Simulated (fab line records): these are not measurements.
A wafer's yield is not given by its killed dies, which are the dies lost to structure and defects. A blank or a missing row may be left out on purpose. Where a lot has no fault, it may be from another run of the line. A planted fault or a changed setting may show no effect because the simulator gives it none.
Which of the tools did it? ; flow n5Finfet ; 72 wafers from 24 lots sampled at 5 of the route's 1938 steps

== WHAT EACH GAUGE READ, for each wafer ==
N5_BEOL_M5_INSPECT_58: inspects for defects (darkfield). Usual: 73 for rawDefectCount, sd 23.
lot;measured;on;rawDefectCount;flag
L074;day 8 10:33;defectInspect-01;96 64 59;
L075;day 8 12:17;defectInspect-01;75 81 69;
L076;day 8 19:04;defectInspect-02;75 54 111;
L077;day 8 19:25;defectInspect-01;55 49 76;
L078;day 9 08:05;defectInspect-01;125 63 74;
L080;day 9 12:48;defectInspect-01;55 46 81;
L079;day 9 15:35;defectInspect-01;57 35 73;
L081;day 9 17:19;defectInspect-01;36 42 61;
L082;day 10 01:05;defectInspect-02;78 76 98;
L083;day 10 18:11;defectInspect-01;129 145 60;
L084;day 10 23:16;defectInspect-01;67 77 39;
L086;day 10 23:32;defectInspect-01;67 55 72;
L085;day 11 04:44;defectInspect-01;105 63 100;
L087;day 11 13:10;defectInspect-02;123 99 85;
L089;day 12 01:25;defectInspect-02;102 97 80;
L088;day 12 01:46;defectInspect-02;81 111 55;
L090;day 12 06:53;defectInspect-02;54 51 56;
L091;day 12 07:05;defectInspect-02;105 115 122;
L093;day 13 00:17;defectInspect-02;46 78 52;
L092;day 13 06:52;defectInspect-01;56 60 68;
L094;day 13 10:38;defectInspect-02;68 83 63;
L095;day 14 02:26;defectInspect-02;114 52 65;
L096;day 14 15:59;defectInspect-02;70 62 83;
L097;day 14 16:13;defectInspect-01;44 71 54;

N5_BEOL_M6_THK_MEAS_01. Usual: M6_ILD_THK gives 154.4 nm (standard deviation 1.8).
lot;measured;on;M6_ILD_THK (nm);flag
L074;day 8 11:10;filmMetro-02;153.4 154.4 156.3;
L075;day 8 12:57;filmMetro-02;152.9 153.3 154.2;
L076;day 8 19:41;filmMetro-01;152.8 150.7 156.0;
L077;day 8 20:02;filmMetro-02;154.0 154.1 156.5;
L078;day 9 08:42;filmMetro-02;152.8 151.3 157.7;
L080;day 9 13:25;filmMetro-02;155.2 153.1 156.3;
L079;day 9 16:13;filmMetro-02;152.6 153.6 153.3;
L081;day 9 18:43;filmMetro-02;154.0 152.0 155.2;
L082;day 10 01:42;filmMetro-01;153.8 156.7 155.6;
L083;day 10 18:49;filmMetro-01;151.3 156.0 154.6;
L084;day 10 23:53;filmMetro-01;154.6 155.4 156.6;
L086;day 11 00:10;filmMetro-01;152.8 156.7 155.4;
L085;day 11 05:21;filmMetro-02;154.0 157.5 157.0;
L087;day 11 13:46;filmMetro-01;150.9 155.6 154.8;
L089;day 12 02:02;filmMetro-01;154.3 156.9 157.5;
L088;day 12 02:23;filmMetro-02;152.0 153.8 156.0;
L090;day 12 07:29;filmMetro-02;153.1 156.2 157.4;
L091;day 12 07:43;filmMetro-02;151.0 152.3 156.7;
L093;day 13 00:55;filmMetro-01;153.9 155.2 157.0;
L092;day 13 07:29;filmMetro-01;155.4 154.3 157.4;
L094;day 13 11:15;filmMetro-02;152.0 155.5 155.2;
L095;day 14 03:03;filmMetro-01;153.5 156.6 154.0;
L096;day 14 16:36;filmMetro-01;152.1 156.3 154.9;
L097;day 14 16:50;filmMetro-02;151.8 153.9 154.6;

N5_BEOL_M6_CD_MEAS_11: the cd target is 38.5 nm. Usual: 38.6 nm for cdNm, sd 0.48.
lot;measured;on;cdNm (nm);flag
L074;day 8 13:21;cdSem-03;37.9 37.5 37.5;
L075;day 8 13:48;cdSem-01;38.7 38.9 39.1;
L076;day 8 20:37;cdSem-03;38.8 38.7 39.1;
L077;day 8 20:47;cdSem-03;38.4 38.5 38.0;
L078;day 9 10:34;cdSem-03;38.9 38.3 38.7;
L080;day 9 15:33;cdSem-02;38.4 38.3 38.5;
L079;day 9 17:13;cdSem-01;39.0 39.5 38.3;
L081;day 9 20:50;cdSem-02;38.0 37.8 38.8;
L082;day 10 02:50;cdSem-01;39.1 38.9 38.8;
L083;day 10 21:53;cdSem-02;38.1 38.8 38.6;
L084;day 11 03:34;cdSem-01;38.5 39.0 38.1;
L086;day 11 03:43;cdSem-03;38.9 39.1 38.7;
L085;day 11 07:10;cdSem-03;38.6 38.6 38.3;
L087;day 11 15:18;cdSem-01;39.0 38.7 39.3;
L089;day 12 04:56;cdSem-02;38.5 39.4 39.0;
L088;day 12 05:16;cdSem-02;38.1 38.0 38.1;
L090;day 12 09:14;cdSem-01;39.4 39.1 38.7;
L091;day 12 09:16;cdSem-03;38.9 39.0 38.8;
L093;day 13 01:39;cdSem-02;39.2 39.7 38.7;
L092;day 13 09:07;cdSem-02;38.4 38.6 38.4;
L094;day 13 13:26;cdSem-03;38.4 37.8 38.2;
L095;day 14 05:40;cdSem-02;39.0 39.1 39.3;
L096;day 14 19:28;cdSem-02;38.7 39.3 39.1;
L097;day 14 19:38;cdSem-02;38.8 38.9 38.4;

N5_BEOL_M7_INSPECT_13: inspects for defects (brightfield). Usual: 419 for rawDefectCount, sd 98.
lot;measured;on;rawDefectCount;flag
L074;day 8 23:59;defectInspect-02;440 369 379;
L075;day 8 23:37;defectInspect-01;359 353 232;
L076;day 9 02:33;defectInspect-02;695 644 523;
L077;day 9 02:20;defectInspect-02;301 304 381;
L078;day 9 18:25;defectInspect-02;397 526 326;
L080;day 9 22:41;defectInspect-02;429 440 348;
L079;day 10 00:25;defectInspect-02;319 412 260;
L081;day 10 02:46;defectInspect-02;296 343 523;
L082;day 10 08:59;defectInspect-01;398 673 534;
L083;day 11 07:39;defectInspect-01;531 339 419;
L084;day 11 11:14;defectInspect-02;471 558 404;
L086;day 11 11:24;defectInspect-01;398 416 239;
L085;day 11 15:14;defectInspect-02;578 735 486;
L087;day 11 23:04;defectInspect-02;380 363 324;
L089;day 12 12:05;defectInspect-02;330 302 412;
L088;day 12 12:15;defectInspect-02;517 415 439;
L090;day 12 15:14;defectInspect-02;432 363 345;
L091;day 12 15:16;defectInspect-02;372 444 465;
L093;day 13 08:54;defectInspect-02;378 359 428;
L092;day 13 17:37;defectInspect-02;439 477 526;
L094;day 13 22:11;defectInspect-02;483 536 445;
L095;day 14 15:46;defectInspect-01;366 404 372;
L096;day 15 04:15;defectInspect-01;308 287 259;
L097;day 15 05:12;defectInspect-01;374 507 447;

== WHICH TOOL RAN EACH LOT (tool, then ch and the chambers of the sampled wafers, then the start) ==
lot;N5_BEOL_M6_DEGAS_44
L074;pvdSputter-03, day 8 19:26
L075;pvdSputter-03, day 8 19:21
L076;pvdSputter-03, day 8 23:26
L077;pvdSputter-02, day 8 23:10
L078;pvdSputter-01, day 9 14:52
L080;pvdSputter-01, day 9 17:41
L079;pvdSputter-03, day 9 20:58
L081;pvdSputter-03, day 9 23:01
L082;pvdSputter-01, day 10 05:07
L083;pvdSputter-01, day 11 03:53
L084;pvdSputter-02, day 11 06:46
L086;pvdSputter-01, day 11 06:50
L085;pvdSputter-03, day 11 10:25
L087;pvdSputter-01, day 11 19:48
L089;pvdSputter-01, day 12 08:25
L088;pvdSputter-01, day 12 08:29
L090;pvdSputter-03, day 12 11:38
L091;pvdSputter-01, day 12 11:41
L093;pvdSputter-03, day 13 03:44
L092;pvdSputter-03, day 13 11:57
L094;pvdSputter-03, day 13 18:27
L095;pvdSputter-01, day 14 09:39
L096;pvdSputter-01, day 14 23:46
L097;pvdSputter-02, day 15 00:39
- N5_BEOL_M6_DEGAS_44: time 60 s.

== AS READ BY THE TOOLS THEMSELVES (means over the sampled wafers that have a number; for cases with no such wafer, the mark the record gives instead) ==
N5_BEOL_M6_DEGAS_44. Usual: 328 W for heaterPowerW, sd 39.
lot;tool;heaterPowerW (W);flag
L074;pvdSputter-03;340;
L075;pvdSputter-03;315;
L076;pvdSputter-03;316;
L077;pvdSputter-02;342;
L078;pvdSputter-01;315;
L080;pvdSputter-01;310;
L079;pvdSputter-03;310;
L081;pvdSputter-03;339;
L082;pvdSputter-01;308;
L083;pvdSputter-01;313;
L084;pvdSputter-02;347;
L086;pvdSputter-01;290;
L085;pvdSputter-03;281;
L087;pvdSputter-01;299;
L089;pvdSputter-01;315;
L088;pvdSputter-01;317;
L090;pvdSputter-03;352;
L091;pvdSputter-01;317;
L093;pvdSputter-03;358;
L092;pvdSputter-03;373;
L094;pvdSputter-03;310;
L095;pvdSputter-01;322;
L096;pvdSputter-01;312;
L097;pvdSputter-02;349;

== THE ANSWER, worked out from the rows above alone ==
Rule: a lot is off if the mean of its wafers that have a number lies more than 3 standard deviations from the usual mean. A lot without any number at a reading at which 4 lots or more have one is off too. Any other lot the step has rows for is counted as sound. The gauges are gone through in route order, then the tools' own readings, and for those a lot's mean is taken as printed above. At the first step where some lot is off, the reading lying furthest off is the one used; lots without a number count as furthest.
Across all readings shown, no lot is off: no conclusion can be drawn from this.

== WHAT HAD BEEN PUT IN BY THE SIMULATOR ==
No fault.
